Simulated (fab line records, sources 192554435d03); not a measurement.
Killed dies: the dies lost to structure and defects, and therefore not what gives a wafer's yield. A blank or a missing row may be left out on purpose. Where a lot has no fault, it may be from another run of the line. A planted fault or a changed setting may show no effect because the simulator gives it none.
Which tool was responsible?    flow n5Finfet    27 wafers from 9 lots sampled at 5 of the route's 1938 steps

## WHAT THE GAUGES SHOWED, per wafer
N5_MOL_CONTACT_COAG_OVL_MEAS_85. Usual: VG_OVL -0.6 nm, standard deviation 0.61.
lot   measured      on          VG_OVL (nm)     flag
L835  day 6 22:52   overlay-02  -0.4 -1.3 -1.3  
L839  day 7 23:26   overlay-01  -0.8 -0.3 -1.4  
L840  day 7 23:50   overlay-02  -0.7 -0.4 -0.9  
L844  day 9 04:52   overlay-02  -0.7 -1.3 -0.1  
L845  day 9 19:18   overlay-01  -1.5 -1.5 -0.7  
L848  day 10 02:28  overlay-02  -1.9 -1.3 -1.4  
L849  day 10 06:16  overlay-02  0.6 -0.7 -0.2   
L850  day 10 12:25  overlay-01  -0.9 -1.2 -0.9  
L851  day 11 01:15  overlay-01  -0.7 0.4 0.2    

N5_BEOL_M4_RC_MEAS_101. Usual: DIBL_N 36.3 mV/V, standard deviation 1.6; DIBL_P 36.5 mV/V, standard deviation 1.6; IOFF_N 0.163 nA/um, standard deviation 0.026; IOFF_P 0.22 nA/um, standard deviation 0.033; ION_N 676 uA/um, standard deviation 9.9; ION_P 464 uA/um, standard deviation 6.5; SS_N 71.5 mV/dec, standard deviation 0.5; SS_P 73.3 mV/dec, standard deviation 0.64; VT_N 249.3 mV, standard deviation 2.9; VT_P -250 mV, standard deviation 3.2.
lot   measured      on         DIBL_N (mV/V)   DIBL_P (mV/V)   IOFF_N (nA/um)     IOFF_P (nA/um)  ION_N (uA/um)  ION_P (uA/um)  SS_N (mV/dec)   SS_P (mV/dec)   VT_N (mV)          VT_P (mV)       flag
L835  day 10 08:52  prober-01  39.4 35.7 37.3  38.9 35.8 36.8  0.212 0.142 0.167  0.32 0.25 0.27  686 662 666    472 470 473    71.8 70.8 72.1  74.2 73.1 73.3  244.7 251.3 248.1  -242 -244 -246  
L839  day 11 17:46  prober-01  35.7 33.8 35.4  35.7 33.9 36.0  0.159 0.133 0.158  0.22 0.20 0.23  679 664 672    465 467 460    71.2 70.5 71.8  73.0 72.6 73.0  248.4 249.7 250.1  -249 -249 -248  
L840  day 11 20:50  prober-01  37.5 34.1 36.3  35.6 32.7 35.0  0.161 0.115 0.142  0.20 0.16 0.19  663 668 655    456 463 449    71.9 70.8 71.8  73.3 72.8 72.9  252.3 254.0 250.3  -250 -252 -253  
L844  day 12 13:53  prober-01  36.2 35.1 35.8  36.7 35.2 36.3  0.152 0.132 0.154  0.19 0.17 0.18  667 659 683    455 454 461    71.4 71.5 71.4  73.9 73.3 73.4  250.6 254.4 250.6  -255 -253 -256  
L845  day 12 23:14  prober-01  41.2 38.5 39.1  40.7 38.3 39.0  0.249 0.185 0.202  0.29 0.24 0.26  683 671 689    464 459 474    72.4 72.3 71.2  75.1 73.9 73.4  244.6 248.4 243.9  -246 -248 -248  
L848  day 13 16:11  prober-01  38.4 35.0 35.9  42.3 37.9 38.6  0.213 0.145 0.164  0.29 0.21 0.23  685 680 682    470 470 471    72.8 70.8 71.5  74.2 72.1 72.9  246.6 248.1 250.8  -245 -250 -249  
L849  day 13 21:23  prober-01  35.9 35.8 35.9  35.8 36.3 36.1  0.146 0.143 0.152  0.20 0.20 0.20  667 671 675    459 467 462    71.0 71.2 71.4  73.1 73.1 72.5  253.6 250.4 251.3  -251 -253 -254  
L850  day 14 04:17  prober-01  36.0 34.9 35.7  37.1 35.2 36.3  0.169 0.145 0.164  0.22 0.19 0.22  669 662 672    465 456 462    71.8 71.6 71.7  73.4 73.5 73.8  249.5 252.3 250.3  -250 -251 -248  
L851  day 14 08:29  prober-01  36.3 36.5 38.5  35.8 35.5 39.0  0.173 0.165 0.217  0.24 0.23 0.30  681 671 696    463 462 473    71.5 72.0 72.0  73.2 74.0 74.1  246.1 247.7 243.8  -246 -246 -245  

## WHICH TOOL RAN EACH LOT (tool, then ch and the chambers of the sampled wafers, then the start)
lot   N5_MOL_CONTACT_COAG_ETCH_59        N5_MOL_CONTACT_COAG_PECVD_31    N5_MOL_CONTACT_COAG_ETCH_89
L835  rieDiel-01 ch 0,2,3, day 6 11:15   pecvd-04 ch 0,1, day 6 22:30    rieDiel-01 ch 0,1,2, day 6 22:59
L839  rieDiel-04 ch 0,3, day 7 13:35     pecvd-03 ch 0,1,2, day 7 23:02  rieDiel-01 ch 0,1,2, day 7 23:34
L840  rieDiel-01 ch 0,1,2, day 7 15:12   pecvd-03 ch 0,1,2, day 7 23:28  rieDiel-04 ch 0,3, day 8 00:02
L844  rieDiel-03 ch 0,2,3, day 8 19:29   pecvd-03 ch 0,1,2, day 9 04:29  rieDiel-04 ch 1,2,3, day 9 05:02
L845  rieDiel-01 ch 0,2,3, day 9 06:13   pecvd-01 ch 0,1,2, day 9 18:47  rieDiel-03 ch 1,3, day 9 19:50
L848  rieDiel-03 ch 1,3, day 9 14:44     pecvd-01 ch 0,1, day 10 02:05   rieDiel-04 ch 1,3, day 10 02:35
L849  rieDiel-04 ch 0,2,3, day 9 21:53   pecvd-01 ch 1,2, day 10 05:53   rieDiel-04 ch 0,2, day 10 06:23
L850  rieDiel-03 ch 0,1, day 10 03:14    pecvd-03 ch 0,1, day 10 12:02   rieDiel-03 ch 0,3, day 10 13:00
L851  rieDiel-03 ch 0,1,3, day 10 10:27  pecvd-03 ch 0,2, day 11 00:45   rieDiel-01 ch 0,1,2, day 11 01:23
- N5_MOL_CONTACT_COAG_ETCH_59: etches underlayer in N2/H2, target depth 13 nm, time 10.4 s.
- N5_MOL_CONTACT_COAG_PECVD_31: deposits SiO2 from TEOS/O2, target thk 46 nm, time 8.9 s.
- N5_MOL_CONTACT_COAG_ETCH_89: etches underlayer in N2/H2, target depth 13 nm, time 10.4 s.

## AS READ BY THE TOOLS THEMSELVES (means over the sampled wafers that have a number; for cases with no such wafer, the mark the record gives instead)
N5_MOL_CONTACT_COAG_ETCH_59. Usual: biasW 150.1 W (standard deviation 0.46); drypumpMotorCurrentA 5.9 A (standard deviation 0.36); etchRfOnTimeS 10.35 s (standard deviation 0.18); oesProductAu 0.68 a.u. (standard deviation 0.072); rfVppV 523.3 V (standard deviation 2.4); showerheadPlenumPTorr 2.52 Torr (standard deviation 0.074); throttleValvePct 17.83 % (standard deviation 0.23).
lot   tool        biasW (W)  drypumpMotorCurrentA (A)  etchRfOnTimeS (s)  oesProductAu (a.u.)  rfVppV (V)  showerheadPlenumPTorr (Torr)  throttleValvePct (%)  flag
L835  rieDiel-01  150.3      6.0                       10.38              0.67                 523.1       2.48                          17.80                 
L839  rieDiel-04  150.3      5.6                       10.39              0.73                 526.5       2.62                          17.69                 
L840  rieDiel-01  150.1      6.0                       10.41              0.64                 523.0       2.50                          17.77                 
L844  rieDiel-03  150.0      5.5                       10.35              0.71                 523.2       2.53                          18.00                 
L845  rieDiel-01  150.0      6.0                       10.38              0.66                 522.0       2.47                          17.82                 
L848  rieDiel-03  149.9      6.2                       10.23              0.74                 521.8       2.48                          17.71                 
L849  rieDiel-04  149.7      5.6                       10.43              0.68                 525.5       2.59                          17.85                 
L850  rieDiel-03  150.0      5.5                       10.13              0.78                 522.4       2.50                          17.64                 
L851  rieDiel-03  150.4      5.8                       10.27              0.73                 522.0       2.47                          17.80                 

N5_MOL_CONTACT_COAG_PECVD_31. Usual: susceptorTempC 399.98 C, standard deviation 0.21.
lot   tool      susceptorTempC (C)  flag
L835  pecvd-04  402.91              OFF
L839  pecvd-03  399.95              
L840  pecvd-03  399.93              
L844  pecvd-03  399.99              
L845  pecvd-01  400.00              
L848  pecvd-01  400.00              
L849  pecvd-01  400.26              
L850  pecvd-03  400.03              
L851  pecvd-03  399.98              

N5_MOL_CONTACT_COAG_ETCH_89. Usual: biasW 150.0 W (standard deviation 0.43); drypumpMotorCurrentA 5.8 A (standard deviation 0.35); etchRfOnTimeS 10.37 s (standard deviation 0.18); oesProductAu 0.69 a.u. (standard deviation 0.065); rfVppV 524.3 V (standard deviation 2.9); showerheadPlenumPTorr 2.56 Torr (standard deviation 0.098); throttleValvePct 17.86 % (standard deviation 0.25).
lot   tool        biasW (W)  drypumpMotorCurrentA (A)  etchRfOnTimeS (s)  oesProductAu (a.u.)  rfVppV (V)  showerheadPlenumPTorr (Torr)  throttleValvePct (%)  flag
L835  rieDiel-01  150.3      6.1                       10.29              0.64                 521.8       2.50                          17.75                 
L839  rieDiel-01  150.0      6.1                       10.54              0.63                 523.5       2.50                          17.77                 
L840  rieDiel-04  149.9      5.6                       10.30              0.74                 527.4       2.62                          17.70                 
L844  rieDiel-04  149.9      5.8                       10.46              0.69                 528.2       2.67                          17.97                 
L845  rieDiel-03  149.8      6.3                       10.23              0.74                 521.9       2.48                          17.71                 
L848  rieDiel-04  150.0      6.0                       10.61              0.71                 528.0       2.69                          17.88                 
L849  rieDiel-04  150.3      5.5                       10.36              0.68                 523.2       2.51                          17.75                 
L850  rieDiel-03  150.0      5.6                       10.31              0.69                 521.4       2.45                          18.04                 
L851  rieDiel-01  149.8      6.1                       10.55              0.62                 521.8       2.49                          17.80                 

## THE ANSWER, worked out from the rows above alone
Rule: a lot is off if the mean of its wafers that have a number lies more than 3 standard deviations from the usual mean. Also off: a lot with no number at a reading for which 4 or more lots have one. All remaining lots with rows at the step are treated as sound. Order of review: gauges by route order, followed by the tools' own readings, for which a lot's mean as printed above is used. The first step at which some lot is off is used, and at that step the reading that is off furthest; a lot without a number counts as furthest.
Off: L835 (N5_MOL_CONTACT_COAG_PECVD_31, susceptorTempC).
A tool fits if, at that step or a process step before it, it ran every lot that is off, and no sound lot after the first of them. One fits: pecvd-04 at N5_MOL_CONTACT_COAG_PECVD_31. It ran no sound lot before its first lot that is off in this sample, so the start can't be narrowed down.
On the lots that are off, the tool's own readings at N5_MOL_CONTACT_COAG_PECVD_31 differ by more than 5 times the standard deviation of the sound lots' means, which bears it out; susceptorTempC reads 402.91 C there versus 400.02 C on the sound lots.

## WHAT THE SIMULATOR HAD PUT IN
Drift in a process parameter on pecvd-04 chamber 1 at N5_MOL_CONTACT_COAG_PECVD_31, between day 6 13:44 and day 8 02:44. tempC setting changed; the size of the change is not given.
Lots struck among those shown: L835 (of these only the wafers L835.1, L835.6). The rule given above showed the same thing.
